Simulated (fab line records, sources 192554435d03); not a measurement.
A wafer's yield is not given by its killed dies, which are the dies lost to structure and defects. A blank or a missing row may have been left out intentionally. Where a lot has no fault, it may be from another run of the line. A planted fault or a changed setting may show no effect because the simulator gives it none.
A single fault, viewed from 3 desks | flow n5Finfet | what lay behind the numbers comes last; until then each desk has only its own

METROLOGY DESK
What the gauges read, lot by lot, whatever tool the lot ran on: means of the sampled wafers that have a number. If a lot's mean is further than 4 standard deviations from the usual mean, the lot is out of limits and carries the mark OUT (the distance appears in the brackets). Shown here are 7 of its 12 readings, the ones lying furthest out on some lot.
Columns: A = cdNm at N5_BEOL_M2_CD_MEAS_28, usual 26.17 nm; B = V1_OVL at N5_BEOL_M2_OVL_MEAS_29, usual 0.0 nm; C = DIBL_N at N5_BEOL_M4_RC_MEAS_101, usual 37.1 mV/V; D = ION_N at N5_BEOL_M4_RC_MEAS_101, usual 680 uA/um; E = ION_P at N5_BEOL_M4_RC_MEAS_101, usual 464 uA/um; F = SS_N at N5_BEOL_M4_RC_MEAS_101, usual 71.7 mV/dec; G = VT_P at N5_BEOL_M4_RC_MEAS_101, usual -251 mV
lot  | first seen here | A     | B    | C    | D   | E   | F    | G
L502 | day 7 15:02     | 26.25 | 0.6  | 34.8 | 688 | 474 | 71.3 | -247
L506 | day 8 06:25     | 26.15 | -0.6 | 36.9 | 683 | 464 | 72.4 | -251
L518 | day 11 06:47    | 26.10 | 0.1  | 36.9 | 676 | 463 | 71.5 | -252
L520 | day 12 03:43    | 26.30 | -0.4 | 36.5 | 685 | 468 | 71.5 | -252
L521 | day 12 05:09    | 25.91 | -0.4 | 37.9 | 672 | 463 | 72.7 | -250
L522 | day 12 08:43    | 25.98 | -0.9 | 36.3 | 691 | 474 | 71.0 | -251
This desk's verdict: no lot among the 6 shows anything out of limits.

DESK OF THE TOOL OWNER: rieDiel-03
The tool's own readings at N5_BEOL_M2_ETCH_70 (etches SOC in N2/H2, target depth 80 nm, overetch 24 nm, time 130 s): means of the sampled wafers that have a number, for each lot that ran on this tool. If a lot's mean is further than 4 standard deviations from the usual mean, the lot is out of limits and carries the mark OUT (the distance appears in the brackets).
Columns: A = drypumpMotorCurrentA at N5_BEOL_M2_ETCH_70, usual 5.5 A; B = oesProductAu at N5_BEOL_M2_ETCH_70, usual 0.58 a.u.; C = rfVppV at N5_BEOL_M2_ETCH_70, usual 525.2 V; D = runLengthS at N5_BEOL_M2_ETCH_70, usual 153.3 s; E = showerheadPlenumPTorr at N5_BEOL_M2_ETCH_70, usual 2.59 Torr; F = throttleValvePct at N5_BEOL_M2_ETCH_70, usual 17.92 %
lot  | first seen here | A   | B    | C     | D               | E    | F
L502 | day 7 19:31     | 5.4 | 0.58 | 525.3 | 153.2           | 2.60 | 17.94
L518 | day 11 17:52    | 5.8 | 0.58 | 528.2 | 163.8 (+22) OUT | 2.64 | 17.95
L520 | day 12 06:58    | 5.6 | 0.59 | 525.0 | 158.5 (+11) OUT | 2.59 | 17.98
Finding of this desk: L518, L520 out of limits; the first was L518 at day 11 17:52, on runLengthS at N5_BEOL_M2_ETCH_70. Within limits: L502.

THE DEFECT DESK
Inspection counts along the route, by lot: the mean over sampled wafers that carry a number. If a lot's mean is further than 4 standard deviations from the usual mean, the lot is out of limits and carries the mark OUT (the distance appears in the brackets).
Columns: A = rawDefectCount at N5_BEOL_M2_INSPECT_30, usual 410
lot  | first seen here | A
L502 | day 7 15:08     | 340
L506 | day 8 06:30     | 484
L518 | day 11 06:53    | 303
L520 | day 12 03:49    | 391
L521 | day 12 05:14    | 387
L522 | day 12 08:47    | 752
This desk's verdict: no lot among the 6 shows anything out of limits.

PUT TOGETHER
On L518, L520, at day 11 17:52, an alarm was possible from the tool owner's desk.
The metrology desk saw nothing out of limits.
The defect desk saw nothing out of limits.
The metrology desk holds a record of L518, L520, inside its limits.
The defect desk has L518, L520 on record, within its limits.
Every lot named ran N5_BEOL_M2_ETCH_70 on rieDiel-03.

WHAT THE SIMULATOR HAD PUT IN
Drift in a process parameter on rieDiel-03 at N5_BEOL_M2_ETCH_70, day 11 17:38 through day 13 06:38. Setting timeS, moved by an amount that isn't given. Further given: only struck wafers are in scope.
Lots struck among those shown: L518, L520.
How many hours passed from the start of the fault until each desk's first out-of-limits reading: the tool owner's desk, 0.
